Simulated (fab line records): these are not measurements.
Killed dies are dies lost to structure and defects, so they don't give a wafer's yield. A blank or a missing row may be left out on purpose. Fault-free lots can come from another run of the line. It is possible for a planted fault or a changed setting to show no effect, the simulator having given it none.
A lot that was struck, set against a sound lot | flow n5-finfet | 37 steps out of a route of 1938
Sound: wafers L854.2, L854.3, L854.5. The struck wafers were L852.1, L852.3, L852.4. The cause is given at the end.
For every step that has rows: the tool of each side, followed by ch and its chambers, followed by its first start. Under that, the readings that differ: sound wafers | struck wafers | difference of the means | sigmas: that difference in standard deviations of wafers without a fault.
alike: a reading whose means differ by less than 2 such deviations, as well as words and numbers matching on both sides. not compared: withheld readings; readings where some wafer has no value; bounds like >300 that might hide an equal value; numbers whose values overlap and for which the record gives no deviation.
The two part at a step that has a row with sigmas, a row that says differs or no value, or rows on one side only. Non-overlapping numbers with no deviation appear without sigmas and do not part them. A reading that every wafer of one side lacks parts them only if that side has two wafers or more.

first, 9 steps without rows for these wafers: N5_BEOL_M7_SURFACE_TREAT_79; N5_BEOL_M7_CVD_78 (deposits Co from CCTBA/H2, target thk 2 nm, time 142.3 s); N5_BEOL_M7_SPUTTER_48 (material Cu, target thk 10 nm, time 1.667 s); N5_BEOL_M7_ECD_50 (material Cu, target thk 300 nm); N5_BEOL_M7_ANNEAL_51 (time 90 s); N5_BEOL_M7_CMP_52 (polishes, stops on SiCOH lowk, t overpolish 6.9 s, target thk 80 nm); N5_BEOL_M7_PRE_CLEAN_55 (time 15 s); N5_BEOL_M7_DEP_56 (deposits SiCN from 3MS/NH3, target thk 10 nm, time 17.5 s); N5_BEOL_M8_ILD_DEP_00 (deposits SiCOH lowk from DEMS/porogen, target thk 179.75 nm, time 33.4 s).
N5_BEOL_M8_CURE_74: cures SiCOH lowk, time 240 s.
  sound on uv-cure-02 ch 2, day 13 17:10; struck on uv-cure-02 ch 0, day 12 20:10
  no value came back on the struck wafers for lamp-power-pct (%), run-length-s (s), wafer_temp_C_max; on the sound wafers lamp-power-pct (%) reads 52.34 52.26 52.31
  reading                                            | sound             | struck            | difference | sigmas
  model.SiCOH_lowk_of_BEOL_M8_ILD_DEP_00.thk-nm (nm) | 153.2 152.2 157.2 | 178.4 180.6 181.6 | +26.0      |
N5_BEOL_M8_THK_MEAS_01:
  struck on film-metro-02, day 12 20:41; sound on film-metro-02, day 13 17:36
  reading         | sound             | struck            | difference | sigmas
  M8_ILD_THK (nm) | 153.0 152.1 157.2 | 178.5 180.5 181.6 | +26.1      | +11
then, 24 steps without rows for these wafers: N5_BEOL_M8_PECVD_70 (deposits SiO2 from TEOS/O2, target thk 20 nm, time 22.7 s); N5_BEOL_M8_HM_DEP_02 (deposits TiN, target thk 20 nm); N5_BEOL_M8_COAT_59 (time 60 s, resist thk 100 nm); N5_BEOL_M8_COAT_60 (time 60 s, resist thk 35 nm); N5_BEOL_M8_COAT_05 (resist thk 90 nm); N5_BEOL_M8_EBR_07; N5_BEOL_M8_SOFTBAKE_06 (time 60 s); N5_BEOL_M8_EXPOSE_08 (exposes mask M8); N5_BEOL_M8_PEB_09 (peb time 60 s); N5_BEOL_M8_DEVELOP_10 (develop time 30 s); N5_BEOL_M8_DESCUM_16 (chemistry O2, time 7.9 s); N5_BEOL_M8_ETCH_61 (etches SiARC in CF4, target depth 45.5 nm, time 75.8 s); N5_BEOL_M8_ETCH_62 (etches SOC in N2/H2, target depth 110 nm, overetch 22 nm, time 165 s); N5_BEOL_M8_STRIP_68 (strips in N2/H2); N5_BEOL_M8_STRIP_67 (strips in CF4); N5_BEOL_M8_HM_OPEN_17 (chemistry Cl2/BCl3, target TiN, target depth 20 nm, overetch 6 nm); N5_BEOL_M8_STRIP_19 (strips in O2); N5_BEOL_M8_COAT_63 (time 60 s, resist thk 60 nm); N5_BEOL_M8_COAT_64 (time 60 s, resist thk 12 nm); N5_BEOL_M8_COAT_71 (time 60 s, resist thk 5 nm); N5_BEOL_M8_COAT_22 (resist thk 30 nm); N5_BEOL_M8_EBR_24; N5_BEOL_M8_SOFTBAKE_23 (time 60 s); N5_BEOL_M8_EXPOSE_25 (exposes mask V7, target cd 40 nm).
N5_BEOL_M8_CMP_52: polishes, stops on SiCOH lowk, t overpolish 6.9 s, target thk 80 nm.
  sound on cmp-01 ch 0,1,2, day 14 00:05; struck on cmp-01 ch 1,2,3, day 13 03:33
  reading                                            | sound             | struck            | difference | sigmas
  model.SiCOH_lowk_of_BEOL_M8_ILD_DEP_00.thk-nm (nm) | 150.2 149.2 154.2 | 175.4 177.6 178.6 | +26.0      |
  alike: clearing-platen-rpm, motor-current-A
-- here the record skips 2 days between the struck wafers' starts before and after, leaving off in module BEOL_M8 and picking up in module PASSIVATION (first step shown: number 1936 of the route) --
N5_PASSIVATION_PROBE_49:
  only the struck wafers here have rows in the record (prober-02, day 15 13:15); the sound ones have none

== WHERE THEY PART ==
First at N5_BEOL_M8_CURE_74; last, within this record, at N5_PASSIVATION_PROBE_49.

WHY: whatever the simulator had introduced
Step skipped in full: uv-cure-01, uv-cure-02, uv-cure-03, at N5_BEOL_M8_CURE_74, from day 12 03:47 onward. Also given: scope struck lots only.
